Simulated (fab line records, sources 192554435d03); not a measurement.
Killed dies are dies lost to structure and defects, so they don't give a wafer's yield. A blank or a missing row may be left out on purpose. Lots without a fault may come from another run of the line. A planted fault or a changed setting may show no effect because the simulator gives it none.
Which tool did it? | flow n5_finfet | 9 lots, 27 wafers sampled, at 5 steps of a route of 1938

WHAT THE GAUGES READ, wafer by wafer
N5_BEOL_M1_THK_MEAS_53: measures by xrf. Usual: M1_THK 40.1 nm, standard deviation 1.4.
lot  | measured     | on            | M1_THK (nm)    | flag
L453 | day 6 17:16  | film_metro-02 | 40.8 39.7 41.1 |
L456 | day 7 06:00  | film_metro-02 | 40.5 41.3 40.2 |
L457 | day 7 21:32  | film_metro-02 | 40.5 41.8 41.5 |
L459 | day 7 23:59  | film_metro-02 | 41.5 41.3 41.8 |
L460 | day 8 05:39  | film_metro-01 | 39.4 40.6 39.8 |
L470 | day 10 21:05 | film_metro-02 | 39.2 39.6 41.2 |
L473 | day 12 00:44 | film_metro-02 | 39.8 40.4 42.1 |
L474 | day 12 06:31 | film_metro-01 | 37.4 39.9 38.8 |
L475 | day 12 16:33 | film_metro-02 | 39.8 39.3 41.0 |

N5_BEOL_M4_RC_MEAS_101. Usual: DIBL_N 35.9 mV/V, standard deviation 1.9; DIBL_P 35.8 mV/V, standard deviation 2.4; IOFF_N 0.15 nA/um, standard deviation 0.031; IOFF_P 0.21 nA/um, standard deviation 0.037; ION_N 672 uA/um, standard deviation 13; ION_P 462 uA/um, standard deviation 8.3; SS_N 71.5 mV/dec, standard deviation 0.72; SS_P 73.2 mV/dec, standard deviation 0.67; VT_N 250 mV, standard deviation 3.4; VT_P -250 mV, standard deviation 3.4.
lot  | measured     | on        | DIBL_N (mV/V)  | DIBL_P (mV/V)  | IOFF_N (nA/um) | IOFF_P (nA/um) | ION_N (uA/um) | ION_P (uA/um) | SS_N (mV/dec)  | SS_P (mV/dec)  | VT_N (mV)   | VT_P (mV)      | flag
L453 | day 8 08:36  | prober-01 | 36.6 34.4 35.2 | 36.7 35.1 36.2 | 0.16 0.12 0.14 | 0.23 0.21 0.23 | 671 640 667   | 469 456 472   | 71.6 70.6 70.9 | 73.5 73.6 73.5 | 250 257 253 | -248 -249 -249 |
L456 | day 9 12:59  | prober-01 | 37.3 36.3 36.6 | 37.0 33.6 35.0 | 0.16 0.15 0.14 | 0.24 0.19 0.21 | 672 658 661   | 469 450 461   | 71.5 72.1 72.0 | 73.0 73.0 73.7 | 253 252 251 | -246 -252 -251 |
L457 | day 9 11:07  | prober-01 | 35.0 32.6 31.7 | 36.6 33.3 31.5 | 0.16 0.12 0.10 | 0.20 0.16 0.14 | 679 660 651   | 461 455 448   | 71.9 71.3 71.0 | 73.5 72.5 72.5 | 250 253 256 | -252 -255 -254 |
L459 | day 9 11:01  | prober-02 | 35.9 33.1 36.3 | 36.7 32.7 36.9 | 0.16 0.11 0.17 | 0.22 0.16 0.22 | 684 657 678   | 462 456 460   | 70.7 70.2 71.2 | 73.4 71.7 73.2 | 248 252 247 | -252 -254 -248 |
L460 | day 9 13:34  | prober-02 | 36.2 39.5 36.9 | 38.6 41.0 38.6 | 0.18 0.23 0.18 | 0.23 0.26 0.21 | 695 689 679   | 470 451 456   | 72.5 73.2 72.7 | 73.3 75.1 74.0 | 245 245 248 | -250 -253 -254 |
L470 | day 12 23:16 | prober-01 | 35.1 38.3 37.1 | 33.9 38.0 36.6 | 0.13 0.18 0.16 | 0.17 0.23 0.20 | 674 693 674   | 463 480 455   | 71.7 71.4 72.0 | 72.8 73.7 73.1 | 254 250 251 | -256 -249 -253 |
L473 | day 13 22:16 | prober-02 | 36.2 37.0 35.5 | 39.0 39.4 37.0 | 0.16 0.16 0.14 | 0.23 0.22 0.19 | 667 662 672   | 459 451 461   | 71.7 71.6 71.8 | 73.3 73.5 73.1 | 252 249 252 | -248 -250 -250 |
L474 | day 13 22:01 | prober-01 | 38.1 37.9 35.8 | 39.6 38.2 37.0 | 0.19 0.18 0.15 | 0.26 0.23 0.20 | 677 696 674   | 462 474 464   | 72.5 72.1 71.2 | 74.5 74.2 74.0 | 246 249 251 | -246 -248 -251 |
L475 | day 14 01:53 | prober-02 | 34.6 36.8 36.9 | 33.6 35.7 35.7 | 0.13 0.17 0.16 | 0.20 0.23 0.23 | 674 690 682   | 473 475 473   | 70.6 71.4 71.3 | 72.7 73.0 72.5 | 250 249 253 | -251 -247 -247 |

WHICH TOOL RAN EACH LOT (tool, then ch and the chambers of the sampled wafers, then the start)
lot  | N5_BEOL_M1_SPUTTER_96        | N5_BEOL_M2_DESCUM_16               | N5_BEOL_M2_ETCH_63
L453 | pvd_sputter-02, day 6 16:20  | rie_diel-06 ch 1,3, day 6 19:36    | rie_diel-06 ch 1,3, day 6 19:39
L456 | pvd_sputter-01, day 7 05:12  | rie_diel-05 ch 0,1,2, day 7 08:03  | rie_diel-05 ch 0,1,2, day 7 08:06
L457 | pvd_sputter-01, day 7 20:43  | rie_diel-04 ch 1,3, day 8 00:19    | rie_diel-04 ch 1,3, day 8 00:22
L459 | pvd_sputter-01, day 7 23:11  | rie_diel-06 ch 0,1,2, day 8 05:11  | rie_diel-06 ch 0,1,2, day 8 05:14
L460 | pvd_sputter-01, day 8 04:51  | rie_diel-04 ch 1,2,3, day 8 08:16  | rie_diel-04 ch 1,2,3, day 8 08:19
L470 | pvd_sputter-01, day 10 20:18 | rie_diel-04 ch 0,1,3, day 10 22:51 | rie_diel-04 ch 0,1,3, day 10 22:55
L473 | pvd_sputter-01, day 11 23:57 | rie_diel-06 ch 1,2,3, day 12 02:16 | rie_diel-06 ch 1,2,3, day 12 02:19
L474 | pvd_sputter-01, day 12 05:44 | rie_diel-06 ch 0,2,3, day 12 08:17 | rie_diel-06 ch 0,2,3, day 12 08:20
L475 | pvd_sputter-03, day 12 15:29 | rie_diel-05 ch 0,3, day 12 18:56   | rie_diel-05 ch 0,3, day 12 18:59
- N5_BEOL_M1_SPUTTER_96: material Cu, target thk 4.5 nm, time 8.29 s.
- N5_BEOL_M2_DESCUM_16: chemistry O2, time 7 s.
- N5_BEOL_M2_ETCH_63: etches SiARC in CF4, target depth 15.6 nm, time 26 s.

WHAT THE TOOLS THEMSELVES READ (means of the sampled wafers that have a number; where no wafer has one, the mark that the record gives instead)
N5_BEOL_M1_SPUTTER_96. Usual: chuck_gas_flow_sccm 1.26 sccm, standard deviation 0.053; throttle_valve_pct 30.7 %, standard deviation 1.1.
lot  | tool           | chuck_gas_flow_sccm (sccm) | throttle_valve_pct (%) | flag
L453 | pvd_sputter-02 | 1.31                       | 30.3                   |
L456 | pvd_sputter-01 | 1.32                       | 31.9                   |
L457 | pvd_sputter-01 | 1.25                       | 31.5                   |
L459 | pvd_sputter-01 | 1.27                       | 31.0                   |
L460 | pvd_sputter-01 | 1.24                       | 31.0                   |
L470 | pvd_sputter-01 | 1.20                       | 31.2                   |
L473 | pvd_sputter-01 | 1.23                       | 31.5                   |
L474 | pvd_sputter-01 | 1.28                       | 31.1                   |
L475 | pvd_sputter-03 | 1.26                       | 29.8                   |

N5_BEOL_M2_DESCUM_16. Usual: chamber_pressure_mTorr 20.004 mTorr, standard deviation 0.018; drypump_motor_current_A 5.7 A, standard deviation 0.53; oes_product_au 0.78 a.u., standard deviation 0.081; rf_vpp_V 242.8 V, standard deviation 1.5; showerhead_plenum_p_Torr 2.07 Torr, standard deviation 0.075; throttle_valve_pct 20.54 %, standard deviation 0.19.
lot  | tool        | chamber_pressure_mTorr (mTorr) | drypump_motor_current_A (A) | oes_product_au (a.u.) | rf_vpp_V (V) | showerhead_plenum_p_Torr (Torr) | throttle_valve_pct (%) | flag
L453 | rie_diel-06 | 20.019                         | 5.4                         | 0.82                  | 241.1        | 1.97                            | 20.59                  |
L456 | rie_diel-05 | 20.017                         | 6.1                         | 0.77                  | 242.8        | 2.05                            | 20.58                  |
L457 | rie_diel-04 | 20.022                         | 5.5                         | 0.82                  | 243.1        | 2.09                            | 20.63                  |
L459 | rie_diel-06 | 20.000                         | 5.9                         | 0.77                  | 243.2        | 2.04                            | 20.50                  |
L460 | rie_diel-04 | 19.997                         | 5.2                         | 0.76                  | 244.1        | 2.10                            | 20.63                  |
L470 | rie_diel-04 | 19.998                         | 5.6                         | 0.76                  | 243.1        | 2.10                            | 20.64                  |
L473 | rie_diel-06 | 20.006                         | 5.4                         | 0.82                  | 242.0        | 2.03                            | 20.47                  |
L474 | rie_diel-06 | 20.006                         | 5.7                         | 0.88                  | 242.8        | 2.08                            | 20.28                  |
L475 | rie_diel-05 | 20.011                         | 5.5                         | 0.71                  | 243.6        | 2.08                            | 20.66                  |

N5_BEOL_M2_ETCH_63. Usual: chamber_pressure_mTorr 40.00 mTorr, standard deviation 0.034; drypump_motor_current_A 5.7 A, standard deviation 0.53; etch_rf_on_time_s 25.6 s, standard deviation 0.73; mfc_ar_sccm 100.0 sccm, standard deviation 0.31; oes_product_au 0.67 a.u., standard deviation 0.071; rf_vpp_V 183.8 V, standard deviation 1.2; showerhead_plenum_p_Torr 2.11 Torr, standard deviation 0.073; throttle_valve_pct 15.68 %, standard deviation 0.21.
lot  | tool        | chamber_pressure_mTorr (mTorr) | drypump_motor_current_A (A) | etch_rf_on_time_s (s) | mfc_ar_sccm (sccm) | oes_product_au (a.u.) | rf_vpp_V (V) | showerhead_plenum_p_Torr (Torr) | throttle_valve_pct (%) | flag
L453 | rie_diel-06 | 39.99                          | 5.4                         | 25.8                  | 99.8               | 0.70                  | 182.9        | 2.01                            | 15.64                  |
L456 | rie_diel-05 | 40.01                          | 6.1                         | 25.6                  | 100.0              | 0.65                  | 183.5        | 2.10                            | 15.76                  |
L457 | rie_diel-04 | 39.98                          | 5.5                         | 25.4                  | 99.9               | 0.72                  | 183.7        | 2.15                            | 15.79                  |
L459 | rie_diel-06 | 40.05                          | 5.9                         | 25.6                  | 99.8               | 0.66                  | 183.1        | 2.09                            | 15.63                  |
L460 | rie_diel-04 | 39.98                          | 5.2                         | 26.3                  | 99.7               | 0.66                  | 184.6        | 2.15                            | 15.77                  |
L470 | rie_diel-04 | 40.00                          | 5.6                         | 22.6                  | 100.3              | 0.72                  | 183.9        | 2.15                            | 15.83                  | OFF
L473 | rie_diel-06 | 39.98                          | 5.4                         | 25.4                  | 99.9               | 0.70                  | 183.5        | 2.07                            | 15.56                  |
L474 | rie_diel-06 | 39.99                          | 5.7                         | 25.6                  | 100.4              | 0.76                  | 183.8        | 2.12                            | 15.37                  |
L475 | rie_diel-05 | 40.02                          | 5.5                         | 25.3                  | 99.9               | 0.63                  | 183.7        | 2.11                            | 15.76                  |

THE ANSWER, worked out from the rows above alone
Rule: a lot is off if the mean of its wafers that have a number lies more than 3 standard deviations from the usual mean. A lot without any number at a reading at which 4 lots or more have one is off too. The other lots that the step has rows for count as sound. The gauges are gone through in route order, then the tools' own readings, and for those a lot's mean is taken as printed above. The first step at which some lot is off is used, and at that step the reading that is off furthest; a lot without a number counts as furthest.
Off: L470, at N5_BEOL_M2_ETCH_63 (etch_rf_on_time_s).
A tool fits if, at that step or a process step before it, it ran every lot that is off, and no sound lot after the first of them. One fits: rie_diel-04 at N5_BEOL_M2_DESCUM_16 and N5_BEOL_M2_ETCH_63. At N5_BEOL_M2_DESCUM_16 its last sound lot is L460 (day 8 08:16), its first lot that is off L470 (day 10 22:51): a fault that began between those two fits.

WHAT THE SIMULATOR HAD PUT IN
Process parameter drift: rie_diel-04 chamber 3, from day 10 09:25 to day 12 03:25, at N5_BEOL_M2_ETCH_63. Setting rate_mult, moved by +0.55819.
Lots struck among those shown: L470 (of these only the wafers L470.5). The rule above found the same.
